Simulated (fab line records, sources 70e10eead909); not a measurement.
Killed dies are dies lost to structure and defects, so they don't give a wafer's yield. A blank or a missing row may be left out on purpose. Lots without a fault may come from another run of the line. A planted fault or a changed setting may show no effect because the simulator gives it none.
Chamber matching | flow nand_harc | NHARC_A_CONTACT_ETCH_91 on rie_diel-10: 4 sister chambers
The step etches the open film in CH3F/O2, target depth 40 nm, time 85.7 s. 4 wafers are shown with their chamber, then 12 later ones without.

WAFERS WITH THEIR CHAMBER
wafer  | chamber | showerhead_plenum_p_Torr (Torr)
L086.2 | 1       | 2.53
L087.3 | 2       | 2.28
L087.5 | 3       | 2.34
L087.6 | 0       | 2.32

WAFERS WITHOUT THEIR CHAMBER
wafer  | showerhead_plenum_p_Torr (Torr)
L088.3 | 2.33
L088.4 | 2.32
L088.5 | 2.32
L094.1 | 2.33
L094.2 | 2.52
L094.3 | 2.27
L095.1 | 2.33
L095.4 | 2.27
L095.6 | 2.31
L097.2 | 2.33
L097.3 | 2.27
L097.5 | 2.27

WHICH CHAMBER EACH WENT THROUGH
wafer  | from the rows above     | in truth
L088.3 | can't be placed: 3 or 0 | 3
L088.4 | 0                       | 0
L088.5 | 0                       | 0
L094.1 | can't be placed: 3 or 0 | 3
L094.2 | 1                       | 1
L094.3 | 2                       | 2
L095.1 | can't be placed: 3 or 0 | 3
L095.4 | 2                       | 2
L095.6 | 0                       | 0
L097.2 | can't be placed: 3 or 0 | 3
L097.3 | 2                       | 2
L097.5 | 2                       | 2
Placed correctly: 8 of 12. Can't be placed from these rows: 4 (the true chamber is among the candidates in 4). Placed wrongly: 0.
How it was worked out, from the rows above alone: a wafer's distance from a chamber is the root of the sum, over the readings, of the square of ((its reading less the chamber's mean) divided by the reading's scatter). The wafer belongs to the nearest chamber; if the next one is less than 2 further off, it can't be placed. A chamber's mean is the mean of its shown wafers. The scatter: with one shown wafer a chamber, the root of the mean of the squares of how far each hidden wafer lies from its nearest shown one.
